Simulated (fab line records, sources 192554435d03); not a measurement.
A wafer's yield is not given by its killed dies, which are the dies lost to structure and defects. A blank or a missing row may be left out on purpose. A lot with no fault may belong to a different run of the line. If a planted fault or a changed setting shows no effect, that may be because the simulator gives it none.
A struck lot beside a sound one :: flow n5Finfet :: 31 out of 1938 route steps
Sound: the wafers L834.1, L834.2, L834.4. Wafers struck: L836.2, L836.4, L836.6. At the end, the cause is stated.
Per side, at each step with rows, come the tool, then ch with its chambers, and then its first start. Under that, the readings that differ: sound wafers :: struck wafers :: difference of the means :: sigmas: that difference in standard deviations of wafers without a fault.
alike: readings whose means differ by less than 2 such deviations, and words and numbers that are the same on both sides. not compared: withheld readings, readings that some wafer has no value for, bounds like >300 that may hide the same value, and numbers for which the record gives no deviation and whose values overlap.
The two part at a step that has a row with sigmas, a row that says differs or no value, or rows on one side only. Numbers that have no deviation but don't overlap get no sigmas and don't part them. A reading missing from all wafers of one side parts the sides only when that side holds two or more wafers.

first, 9 steps without rows for these wafers: N5_BEOL_M6_DESCUM_33 (chemistry O2, time 7 s); N5_BEOL_M6_ETCH_72 (etches underlayer in N2/H2, target depth 6.5 nm, time 5.2 s); N5_BEOL_M6_ETCH_65 (etches SiARC in CF4, target depth 15.6 nm, time 26 s); N5_BEOL_M6_ETCH_66 (etches SOC in N2/H2, target depth 80 nm, overetch 16 nm, time 120 s); N5_BEOL_M6_STRIP_69 (strips in N2/H2); N5_BEOL_M6_STRIP_73 (strips in N2/H2); N5_BEOL_M6_VIA_ETCH_34 (etches SiCOH lowk in C4F6/O2, target depth 126.3 nm, time 50.9 s); N5_BEOL_M6_STRIP_76 (strips in C4F6/O2); N5_BEOL_M6_STRIP_36 (strips in N2/H2).
N5_BEOL_M6_TRENCH_ETCH_37: etches SiCOH lowk in C4F6/O2, target depth 94.435 nm, time 31.5 s.
  sound on rieDiel-06 ch 0,1,3, day 9 19:26; struck on rieDiel-02 ch 0,1,2, day 10 09:50
reading: runLengthS (s)
sound: 55.5 54.5 54.9
struck: 48.1 48.4 48.8
difference: -6.5
sigmas: -17

reading: timeS (s)
sound: 31.5 31.5 31.5
struck: 22.05 22.05 22.05
difference: -9.45
sigmas: 

reading: model.etch.depthNm (nm)
sound: 93.47 93.1 95.2
struck: 66.71 67.7 66.75
difference: -26.87
sigmas: 

reading: model.BEOL_M6.featureDepthNm (nm)
sound: 93.4 93 95.2
struck: 66.8 67.6 66.8
difference: -26.8
sigmas: 

reading: model.TiN_of_BEOL_M6_HM_DEP_02.thkNm (nm)
sound: 17.2 17.2 17.2
struck: 17.6 17.8 17.8
difference: +0.5
sigmas: 
  alike: drypumpMotorCurrentA, oesProductAu, rfVppV, showerheadPlenumPTorr, throttleValvePct
  not compared: rfHoursCounterH
then, 2 steps without rows for these wafers: N5_BEOL_M6_ETCH_41 (etches SiCN in CH3F/O2, target depth 29.7 nm, time 52 s); N5_BEOL_M6_STRIP_80 (strips in N2/H2, time 10 s).
N5_BEOL_M6_OCD_MEAS_38:
  sound: ocd-01 at day 9 19:35; struck: ocd-02 at day 10 09:59
reading: trenchDepthNm (nm)
sound: 93.7 93.1 95.6
struck: 66.6 67.9 66.6
difference: -27.1
sigmas: -23
then, 13 steps without rows for these wafers: N5_BEOL_M6_HM_STRIP_39 (strips TiN in peroxide tin strip, target depth 25 nm, time 158 s); N5_BEOL_M6_SRD_40 (time 30 s); N5_BEOL_M6_PRECLEAN_42 (cleans in residue remover, time 60 s); N5_BEOL_M6_SRD_43 (time 30 s); N5_BEOL_M6_CURE_75 (cures SiCOH lowk, time 120 s); N5_BEOL_M6_DEGAS_44 (time 60 s); N5_BEOL_M6_PRE_CLEAN_45 (time 30 s); N5_BEOL_M6_ALD_77 (deposits TaN, target thk 2 nm, pulse time 2 s, purge time 3 s); N5_BEOL_M6_SURFACE_TREAT_79; N5_BEOL_M6_CVD_78 (deposits Co from CCTBA/H2, target thk 2 nm, time 142.3 s); N5_BEOL_M6_SPUTTER_48 (material Cu, target thk 10 nm, time 1.667 s); N5_BEOL_M6_ECD_50 (material Cu, target thk 300 nm); N5_BEOL_M6_ANNEAL_51 (time 90 s).
N5_BEOL_M6_CMP_52: polishes, stops on SiCOH lowk, t overpolish 6.9 s, target thk 80 nm.
  sound on cmp-01 ch 0,1,2, day 9 22:02; struck on cmp-03 ch 1,2,3, day 10 11:47
reading: model.Cu_of_BEOL_M6_ECD_50.thkNm (nm)
sound: 80.2 78.4 81.8
struck: 52.8 53.4 52
difference: -27.4
sigmas: 
  alike: barrierFieldEndpointS, motorCurrentA, overpolishRunS, timeToEndpointS
N5_BEOL_M6_THK_MEAS_53: measures by xrf.
  sound: filmMetro-01 at day 9 22:18; struck: filmMetro-02 at day 10 12:01
reading: M6_THK (nm)
sound: 80.2 78.1 82.0
struck: 52.9 53.3 52.0
difference: -27.4
sigmas: -16
then, 2 steps without rows for these wafers: N5_BEOL_M6_PRE_CLEAN_55 (time 15 s); N5_BEOL_M6_DEP_56 (deposits SiCN from 3MS/NH3, target thk 10 nm, time 17.5 s).
N5_BEOL_M6_RS_MEAS_57: a four-point-probe measurement.
  sound: filmMetro-01 at day 9 22:28; struck: filmMetro-02 at day 10 12:08
reading: M6_RS (ohm/sq)
sound: 0.286 0.293 0.279
struck: 0.474 0.467 0.481
difference: +0.188
sigmas: +29

## WHERE THEY PART
Last at N5_BEOL_M6_RS_MEAS_57 as far as this record goes, first at N5_BEOL_M6_TRENCH_ETCH_37.

WHY: the cause the simulator had injected
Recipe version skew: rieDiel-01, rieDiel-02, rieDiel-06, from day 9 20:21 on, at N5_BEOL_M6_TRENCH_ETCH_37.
